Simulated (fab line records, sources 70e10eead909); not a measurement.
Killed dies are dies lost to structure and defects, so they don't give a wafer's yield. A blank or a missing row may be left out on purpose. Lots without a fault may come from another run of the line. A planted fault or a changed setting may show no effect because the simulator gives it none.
fab line records | flow nand_harc
record lots=6 wafers=18 last_day=24
route steps=1159 shown A_WL_FILL@813 A_CONTACT@840 END@1159
lots that met no fault: from a run of the same line without faults
start_h: hours from the record's first day to the start of the lot's first wafer shown | wait_h: hours since the lot's step before | " the same as in the row above | L1.1+2: a row that stands for several wafers | - no value, or no start given | * or withheld: withheld | < > ~ a bound
route shown NAME@n: a module of which the file shows steps, and the number in the route of the first | usual: mean/standard deviation of fault-free wafers | same: alike in all rows | chamber/n: place in a boat | sites: the reading at each site | _std_site: their standard deviation | _edge_site: outer sites' mean less inner sites' | radius_mm: how far each site lies from the wafer's centre | mask NAME#n: copy n | behind: the tool/chamber that last shaped the wafer | hold: why the lot was held/for how many hours/how that ended | device: the transistor (n, p or np) that didn't switch | end of line: the same wafers' tests at the end of the route | a step without rows: its recipe alone | killed: dies lost to structure and defects at the first sort, not the wafer's yield | map: a wafer's dies, x killed, . not, _ none there
set.NAME: the setting as run; set.NAME@STEP: as run at that earlier step | model.NAME: the simulator's own value behind a step, which no gauge read
lots at some steps of the route; a table a step, a row a wafer
services: from which hour (start_h, from the record's first day; less than 0 if before it) a tool's chamber was out of use, for how many hours, and why
## steps
# step NHARC_A_WL_FILL_CVD_03
# recipe target_thk_a=400 temp_c=300 pressure_torr=40 wf6_flow_sccm=40 h2_flow_sccm=1600 ar_flow_sccm=1560 time_s=3302 material=W
# step NHARC_A_WL_FILL_ETCHBACK_04
# recipe target_depth_a=600 time_s=120 chemistry=NF3
# step NHARC_A_WL_FILL_ETCHBACK_05
# recipe target_depth_a=220 time_s=60 temp_c=40 chemistry=Cl2/BCl3
# step NHARC_A_WL_FILL_STRIP_27
# recipe power_w=1500 temp_c=250 time_s=20 chemistry=N2/H2
# step NHARC_A_WL_FILL_STRIP_28
# recipe time_s=1200 temp_c=72.5 chemistry=post_etch_residue_remover
# step NHARC_A_WL_FILL_PRECLEAN_06
# recipe time_s=300 chemistry=DIW
# step NHARC_A_WL_FILL_SRD_07
# step NHARC_A_WL_FILL_ANNEAL_08
# recipe temp_c=450 time_s=1800
# step NHARC_A_WL_FILL_ALD_10
# recipe target_thk_a=500 pulse_time_s=10 ald_cycles=500 temp_c=300 material=SiO2
# usual heater_power_w=477/52 precursor_pulse_height_rel=0.999/0.021
# same pulse_time_s=10
# columns lot.wafer tool chamber start_h wait_h heater_power_w precursor_pulse_height_rel
L436.1 ald_hk-01 3 355.53 1.1 496 0.954
L436.2 " 0 " " 493 0.965
L436.5 " 2 357.07 2.6 469 0.995
L439.4 ald_hk-01 0 388.54 1.1 496 0.982
L439.1 " 1 " " 414 1.029
L439.6 " 3 390.11 2.7 507 1.028
L440.4 ald_hk-03 0 390.67 3.2 408 1.005
L440.2 " 2 391.70 4.3 451 0.949
L440.6 " 3 " " 455 0.969
L449.4 ald_hk-04 2 436.64 0.0 464 0.955
L449.3 " 3 " " 519 0.984
L449.1 " 1 438.17 1.6 589 0.982
L448.2 ald_hk-04 2 440.20 3.6 462 0.997
L448.4 " 0 441.23 4.6 503 0.959
L448.5 " 1 " " 598 0.956
L450.2 ald_hk-04 0 445.43 0.1 511 0.986
L450.4 " 1 " " 599 1.020
L450.5 " 0 447.49 2.1 521 1.000
# step NHARC_A_WL_FILL_ETCHBACK_16
# recipe target_depth_a=880 time_s=17.6 c4f8_flow_sccm=withheld o2_flow_sccm=8 ar_flow_sccm=withheld rf_w=600 bias_w=800 chemistry=C4F8/O2/Ar
# step NHARC_A_WL_FILL_STRIP_29
# recipe time_s=20 o2_flow_sccm=500 ar_flow_sccm=0 bias_w=0 chemistry=O2
# step NHARC_A_WL_FILL_ETCHBACK_17
# recipe target_depth_a=40 time_s=26.7 chemistry=Cl2/BCl3
# usual drypump_motor_current_A=5.99/0.28 he_backside_leak_sccm=3.37/0.27 oes_product_au=0.998/0.011
# columns lot.wafer tool chamber start_h wait_h drypump_motor_current_A he_backside_leak_sccm oes_product_au rf_hours_counter_h
L436.2 rie_metal-03 1 359.31 - 6.20 3.15 1.010 1.2
L436.1 " 0 " " 5.92 3.41 1.008 1.7
L436.5 " 0 " " 5.93 3.67 1.007 -
L439.1 rie_metal-01 0 392.38 - 6.53 3.44 0.993 1.6
L439.4 " 0 " " 6.50 3.32 0.993 -
L439.6 " 0 " " 6.50 3.35 0.986 -
L440.2 rie_metal-03 0 394.98 - 5.91 3.73 1.011 3.3
L440.4 " 0 " " 5.94 3.43 0.996 -
L440.6 " 0 " " 5.93 3.52 1.001 -
L449.1 rie_metal-03 1 441.46 - 6.17 3.00 0.991 3.6
L449.3 " 0 " " 5.92 3.57 0.992 -
L449.4 " 1 " " 6.15 3.09 0.998 -
L448.2 rie_metal-02 0 444.53 - 5.64 3.47 0.986 1.6
L448.4 " 1 " " 5.72 2.88 1.004 -
L448.5 " 0 " " 5.64 3.40 0.986 -
L450.2 rie_metal-03 1 450.27 - 6.16 3.38 1.000 4.1
L450.4 " 0 " " 5.93 3.70 1.010 -
L450.5 " 0 " " 5.92 3.48 1.004 -
# step NHARC_A_WL_FILL_PRECLEAN_18
# recipe time_s=30 chemistry=dHF
# step NHARC_A_WL_FILL_SRD_21
# step NHARC_A_WL_FILL_CVD_23
# recipe target_thk_a=400 temp_c=620 pressure_mtorr=200 time_s=800 material=poly-Si
# step NHARC_A_WL_FILL_ETCHBACK_26
# recipe target_depth_a=520 time_s=13.3 hbr_flow_sccm=150 rf_w=350 icp_w=350 bias_w=60 chemistry=HBr
# step NHARC_A_WL_FILL_PRECLEAN_30
# recipe time_s=10 chemistry=dHF
# step NHARC_A_WL_FILL_SRD_14
# step NHARC_A_WL_FILL_ALD_19
# recipe target_thk_a=20 pulse_time_s=3 ald_cycles=100 temp_c=450 material=TiN
# step NHARC_A_WL_FILL_CVD_20
# recipe target_thk_a=750 temp_c=300 pressure_torr=40 wf6_flow_sccm=40 h2_flow_sccm=1600 ar_flow_sccm=1560 time_s=5064 material=W
# usual heater_power_w=500/36 throttle_valve_pct=7.87/0.2
# columns lot.wafer tool chamber start_h wait_h heater_power_w throttle_valve_pct
L436.1 cvd_w-01 0 - - 535 7.64
L436.2 " 0 " " 550 7.62
L436.5 " 0 " " 544 7.63
L439.1 cvd_w-01 1 - - 430 7.84
L439.4 " 0 " " 554 7.36
L439.6 " 1 " " 453 7.87
L440.2 cvd_w-02 0 - - 513 7.61
L440.4 " 0 " " 509 7.79
L440.6 " 1 " " 469 7.95
L449.1 cvd_w-01 0 - - 568 7.67
L449.3 " 1 " " 443 7.95
L449.4 " 0 " " 548 7.46
L448.2 cvd_w-01 0 - - 561 7.94
L448.4 " 0 " " 556 7.65
L448.5 " 1 " " 443 7.76
L450.2 cvd_w-02 0 - - 511 7.83
L450.4 " 0 " " 509 7.80
L450.5 " 0 " " 515 7.76
# step NHARC_A_WL_FILL_CMP_12
# recipe t_overpolish_s=30 target_thk_nm=75
# usual motor_current_A=12.0/1.5 overpolish_run_s=30.000/0.0096 time_to_endpoint_s=15.0/2.7
# same t_overpolish_s=30
# columns lot.wafer tool chamber start_h wait_h motor_current_A overpolish_run_s time_to_endpoint_s
L436.1 cmp-02 0 377.00 7.9 13.2 29.992 11.4
L436.2 " 1 " " 13.3 30.009 12.7
L436.5 " 0 " " 13.7 30.002 15.1
L439.1 cmp-01 3 407.09 3.6 13.5 30.002 16.0
L439.4 " 0 " " 11.8 30.010 11.9
L439.6 " 2 " " 10.4 29.998 13.4
L440.2 cmp-01 3 409.04 4.3 12.7 29.997 21.3
L440.4 " 0 " " 10.8 29.995 19.1
L440.6 " 3 " " 12.9 30.006 20.8
L449.1 cmp-01 3 454.02 3.6 13.4 29.989 18.2
L449.3 " 0 " " 11.4 30.008 14.9
L449.4 " 1 " " 9.9 30.000 17.2
L448.2 cmp-01 3 458.15 - 14.1 30.003 17.5
L448.4 " 0 " " 11.3 30.000 13.3
L448.5 " 3 " " 13.4 29.994 18.0
L450.2 cmp-01 1 466.78 4.3 9.8 30.005 16.4
L450.4 " 0 " " 11.8 30.004 13.5
L450.5 " 1 " " 10.0 29.989 16.2
# step NHARC_A_WL_FILL_SRD_31
# step NHARC_A_CONTACT_DEP_24
# recipe target_thk_a=5000 temp_c=400 pressure_torr=6.5 rf_w=900 teos_flow_sccm=161.4 flow_sccm=2650 target_thk_nm=500 gas=O2 material=SiO2
# step NHARC_A_CONTACT_DEP_28
# recipe target_thk_a=36000 temp_c=400 material=aC
# usual throttle_valve_pct=34.998/0.0094
# columns lot.wafer tool chamber start_h wait_h throttle_valve_pct
L436.1 acl_dep-02 0 379.99 1.9 35.001
L436.2 " 0 " " 34.984
L436.5 " 0 381.46 3.4 35.005
L439.1 acl_dep-02 0 408.22 0.1 34.986
L439.4 " 0 409.33 1.2 35.005
L439.6 " 0 " " 34.994
L440.2 acl_dep-01 0 414.51 4.4 35.008
L440.4 " 0 " " 34.984
L440.6 " 0 " " 34.998
L449.1 acl_dep-03 0 455.19 0.1 34.995
L449.3 " 0 " " 34.996
L449.4 " 0 " " 34.987
L448.2 acl_dep-02 0 461.45 2.0 35.006
L448.4 " 0 " " 35.014
L448.5 " 0 " " 35.003
L450.2 acl_dep-02 0 471.05 3.0 34.990
L450.4 " 0 " " 34.991
L450.5 " 0 " " 35.003
# step NHARC_A_CONTACT_DEP_29
# recipe target_thk_a=700 target_thk_nm=70 temp_c=400 pressure_torr=3.5 flow_sccm=200 rf_w=350 material=SiON
# usual heater_power_w=781/77 showerhead_vpp_V=1136/63
# columns lot.wafer tool chamber start_h wait_h heater_power_w showerhead_vpp_V
L436.2 pecvd-02 0 382.22 1.5 757 1124
L436.1 " 1 " " 723 1064
L436.5 " 1 " " 723 1081
L439.1 pecvd-01 0 410.52 1.9 897 1182
L439.6 " 2 " " 740 1136
L439.4 " 0 " " 897 1171
L440.2 pecvd-01 2 416.42 1.5 838 1135
L440.6 " 2 " " 849 1151
L440.4 " 0 " " 777 1182
L449.3 pecvd-03 0 457.42 1.1 845 1064
L449.1 " 1 " " 706 1244
L449.4 " 1 " " 750 1277
L448.2 pecvd-01 2 463.39 1.6 728 1148
L448.4 " 0 " " 841 1174
L448.5 " 1 " " 737 1222
L450.2 pecvd-01 1 472.87 1.5 756 1237
L450.4 " 2 " " 833 1145
L450.5 " 0 " " 982 1183
# step NHARC_A_CONTACT_DEHYDRATE_32
# recipe temp_c=150 time_s=120
# step NHARC_A_CONTACT_HMDS_33
# recipe time_s=30
# step NHARC_A_CONTACT_COAT_34
# recipe temp_c=260 time_s=75
# step NHARC_A_CONTACT_COAT_35
# recipe temp_c=225 time_s=65
# step NHARC_A_CONTACT_COAT_36
# recipe spin_rpm=1500 resist_thk_nm=90
# step NHARC_A_CONTACT_SOFTBAKE_37
# recipe temp_c=105 time_s=55
# step NHARC_A_CONTACT_EBR_38
# step NHARC_A_CONTACT_EXPOSE_39
# recipe na=1.35 sigma_outer=0.8 dose_mj=58.79 mask_id=A_CC_3
# step NHARC_A_CONTACT_PEB_40
# recipe peb_temp_c=100 peb_time_s=65
# step NHARC_A_CONTACT_DEVELOP_41
# recipe develop_time_s=35 dev_temp_c=23
# step NHARC_A_CONTACT_CD_MEAS_42
# recipe target_cd_nm=200 landing_energy_ev=500
# usual cd_nm=200.1/0.62
# columns lot.wafer tool chamber start_h wait_h cd_nm
L436.1 cd_sem-03 0 382.94 - 201.0
L436.2 " 0 " " 200.6
L436.5 " 0 " " 201.1
L439.1 cd_sem-02 0 411.08 - 200.4
L439.4 " 0 " " 200.2
L439.6 " 0 " " 201.3
L440.2 cd_sem-01 0 416.99 - 199.9
L440.4 " 0 " " 200.7
L440.6 " 0 " " 200.0
L449.1 cd_sem-01 0 458.19 - 200.4
L449.3 " 0 " " 199.7
L449.4 " 0 " " 200.1
L448.2 cd_sem-01 0 463.93 - 200.9
L448.4 " 0 " " 201.2
L448.5 " 0 " " 200.5
L450.2 cd_sem-01 0 473.61 - 199.6
L450.4 " 0 " " 200.4
L450.5 " 0 " " 199.9
# step NHARC_END_SORT_01
# recipe temp_c=25
# usual killed_at_array=30/10 killed_at_other=0.5/0.82 killed_at_periphery=2.9/2 killed_dies=34/11 killed_open=3.2/1.8 killed_short=2.0/1.4
# same gross_dies=677
# columns lot.wafer tool chamber start_h wait_h killed_at_array killed_at_other killed_at_periphery killed_dies killed_open killed_short
L439.4 prober-01 0 484.21 3.4 25 1 6 32 1 4
L439.6 prober-01 0 485.80 4.0 14 0 3 17 1 1
L440.2 prober-02 0 482.74 2.8 35 0 1 36 1 3
L440.4 prober-02 0 484.34 3.4 31 0 3 34 1 1
L440.6 prober-02 0 485.94 4.0 29 0 7 36 5 2
L449.1 prober-02 0 559.70 2.5 98 0 1 99 4 2
L449.3 prober-02 0 561.31 3.1 88 2 1 91 2 4
L449.4 prober-02 0 562.12 3.4 98 1 2 101 2 2
L450.2 prober-02 0 568.32 2.8 110 0 4 114 6 3
L450.4 prober-02 0 569.91 3.4 115 1 5 121 7 2
L450.5 prober-02 0 570.71 3.7 107 0 4 111 1 4
# killed by level:class
L440.2 A_CHANNEL_HOLE_D1:chamber_film_flake=14 A_SLIT:chamber_film_flake=8 A_CONTACT:chamber_film_flake=7 A_WL_FILL:geometric_particle:short=2 A_STAIRCASE:chamber_film_flake=2 A_CHANNEL_HOLE_D1:geometric_particle:short=1 A_CHANNEL_FILL_D1:geometric_particle:open=1 P_CONTACT:chamber_film_flake=1
L439.4 A_CONTACT:chamber_film_flake=9 A_CHANNEL_HOLE_D1:chamber_film_flake=5 P_CONTACT:chamber_film_flake=4 A_STAIRCASE:chamber_film_flake=4 A_ONON_D1:geometric_particle:short=2 A_ZERO_WELL:chamber_film_flake=2 A_WL_FILL:chamber_film_flake=2 P_CONTACT:geometric_particle:open=1
L440.4 A_CHANNEL_HOLE_D1:chamber_film_flake=11 A_SLIT:chamber_film_flake=10 A_STAIRCASE:chamber_film_flake=4 A_CONTACT:chamber_film_flake=3 A_WL_FILL:geometric_particle:short=1 A_CONTACT:geometric_particle:open=1 P_STI:chamber_film_flake=1 P_GATE:chamber_film_flake=1
L439.6 A_CONTACT:chamber_film_flake=5 A_STAIRCASE:chamber_film_flake=4 A_WL_FILL:chamber_film_flake=3 P_CONTACT:chamber_film_flake=2 P_M0:geometric_particle:short=1 A_CONTACT:geometric_particle:open=1 A_CHANNEL_HOLE_D1:chamber_film_flake=1
L440.6 A_SLIT:chamber_film_flake=12 A_CHANNEL_HOLE_D1:chamber_film_flake=8 P_CONTACT:chamber_film_flake=3 A_STAIRCASE:chamber_film_flake=3 P_M1:geometric_particle:open=2 A_CONTACT:chamber_film_flake=2 P_M0:geometric_particle:open=1 P_M0:geometric_particle:short=1
L449.1 A_WL_FILL:unspecified=66 A_CHANNEL_HOLE_D1:chamber_film_flake=12 A_BLC:chamber_film_flake=5 A_SGD_CUT:chamber_film_flake=3 A_STAIRCASE:chamber_film_flake=2 A_CONTACT:chamber_film_flake=2 A_CHANNEL_HOLE_D1:geometric_particle:short=1 A_CHANNEL_HOLE_D1:geometric_particle:open=1
L449.3 A_WL_FILL:unspecified=58 A_CHANNEL_HOLE_D1:chamber_film_flake=13 A_BLC:chamber_film_flake=5 A_SGD_CUT:chamber_film_flake=4 A_STAIRCASE:chamber_film_flake=3 A_CHANNEL_FILL_D1:geometric_particle:short=2 P_STI:geometric_particle:open=1 A_CHANNEL_FILL_D1:geometric_particle:open=1
L449.4 A_WL_FILL:unspecified=69 A_CHANNEL_HOLE_D1:chamber_film_flake=18 A_SGD_CUT:chamber_film_flake=3 A_BLC:chamber_film_flake=3 A_CHANNEL_FILL_D1:geometric_particle:open=1 A_CONTACT:geometric_particle:open=1 A_BLC:geometric_particle:short=1 P_ZERO_WELL:chamber_film_flake=1
L450.2 A_WL_FILL:unspecified=68 A_SLIT:chamber_film_flake=17 A_CHANNEL_HOLE_D1:chamber_film_flake=16 A_CONTACT:geometric_particle:open=4 A_WL_FILL:geometric_particle:short=2 P_GATE:geometric_particle:short=1 P_M0:geometric_particle:open=1 A_BLC:geometric_particle:open=1
L450.4 A_WL_FILL:unspecified=64 A_SLIT:chamber_film_flake=22 A_CHANNEL_HOLE_D1:chamber_film_flake=16 A_CONTACT:chamber_film_flake=5 P_GATE:geometric_particle:short=1 P_GATE:geometric_particle:open=1 P_M1:geometric_particle:open=1 A_ONON_D1:geometric_particle:open=1
L450.5 A_WL_FILL:unspecified=56 A_SLIT:chamber_film_flake=24 A_CHANNEL_HOLE_D1:chamber_film_flake=20 A_CHANNEL_FILL_D1:geometric_particle:short=2 A_CONTACT:chamber_film_flake=2 P_M2:geometric_particle:open=1 A_SOURCE_PLATE:geometric_particle:short=1 A_WL_FILL:geometric_particle:short=1
# map L449.4 (x killed, . not)
____________.____________
_________......._________
_______..........._______
______.............______
_____..............._____
____....x............____
____.................____
___...................___
___................x..___
__.........x...........__
__......xxxxxx.........__
_......xxxxxx.....x...xx_
_..x...xxxxxxx........x._
_.....xxxxxxx....x..xxxx_
_.x...xxxxxxx.x....xxxxx_
_.....xxxxxxx.........xx_
.......xxxxxxx.x.......x.
.......xxxxxx.x.........x
........xxx.x.........x..
........xxxx.......x.....
......x..xxx.............
_.......x.x...........x._
_......................._
_......................._
_......................._
_...x........x.........._
__.....................__
__.....................__
___...................___
___...................___
____.................____
____............x....____
_____............x.._____
______..........x..______
_______..........._______
_________......._________
____________.____________
# map L450.4 (x killed, . not)
____________.____________
_________......._________
_______..........._______
______.............______
_____..............._____
____..............x..____
____.x...............____
___...................___
___..................x___
__.........x...........__
__.......xxx...........__
_..............x........_
_........x.............._
_..x..xx................_
_..........x............_
_......................._
.........................
.........................
.......x.................
..x..xx..................
...x...xx................
_.x.x.x.x..............._
_.xxx.xx.x.......x......_
_x..xxx.........x......._
_x..xx.x.....x.x.xxx...._
_.xx............x..xxx.._
__x.xx.xx....x..xxxxxxx__
__xxx..........xxxxxxx.__
___xxx.......xxxxxxxxx___
___x.x........xxxxxxxx___
____x.........x.xxxxx____
____..........xxxxxxx____
_____..........xxxxx_____
______........x.xxx______
_______.........xx_______
_________......._________
____________.____________
## services
# columns tool chamber start_h hours kind
rie_metal-01 - 332.00 9.0 pm
pecvd-02 - 334.00 13.0 pm
cmp-01 - 337.01 5.5 repair
acl_dep-02 - 352.33 13.0 pm
rie_metal-03 1 363.26 5.5 repair
cmp-01 - 375.55 4.0 pm
cmp-01 - 379.55 - consumable_replace:conditioner
cvd_w-02 - 381.02 13.0 pm
cmp-01 - 381.48 2.6 repair
rie_metal-01 1 381.49 16.7 repair
rie_metal-02 - 388.00 9.0 pm
ald_hk-04 - 393.82 10.0 pm
pecvd-03 0 404.05 22.6 repair
acl_dep-03 - 406.55 13.0 pm
ald_hk-01 - 407.01 10.0 pm
pecvd-01 - 418.14 13.0 pm
cmp-02 - 422.60 4.0 pm
cmp-01 - 425.09 2.2 repair
rie_metal-02 1 434.13 1.1 repair
pecvd-02 - 435.24 22.6 repair
cmp-02 - 446.13 1.7 repair
rie_metal-03 - 453.11 9.0 pm
cmp-01 - 454.98 1.2 repair
pecvd-03 1 460.76 18.1 repair
## key
first_sign step=NHARC_END_SORT_01 reading=killed_at_array direction=up sigmas=7 usual=30 struck=103
effect step=NHARC_END_SORT_01 reading=killed_dies direction=up sigmas=6.8 usual=34 struck=106
more_kills_born_at NHARC_A_WL_FILL_ETCHBACK_17@rie_metal-03=381
met_at NHARC_A_WL_FILL_ETCHBACK_17
struck_wafers L449.1,L449.3,L449.4,L450.2,L450.4,L450.5
tester_left_out L449,L450
onset_between 394.98 441.46
also_fits time
fault kind=chamber_particle_source tool=rie_metal-03 chamber=- onset_h=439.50 steps=NHARC_A_WL_FILL_ETCHBACK_17 rate_per_visit_cm2=0.41134 end_h=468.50
# tester_left_out: of these lots the tester's yield and bins aren't shown, on N5 and GAA mostly nor the transistor test; their killed dies are dies lost to structure and defects alone, not to doping, threshold or leakage, so they don't give the yield
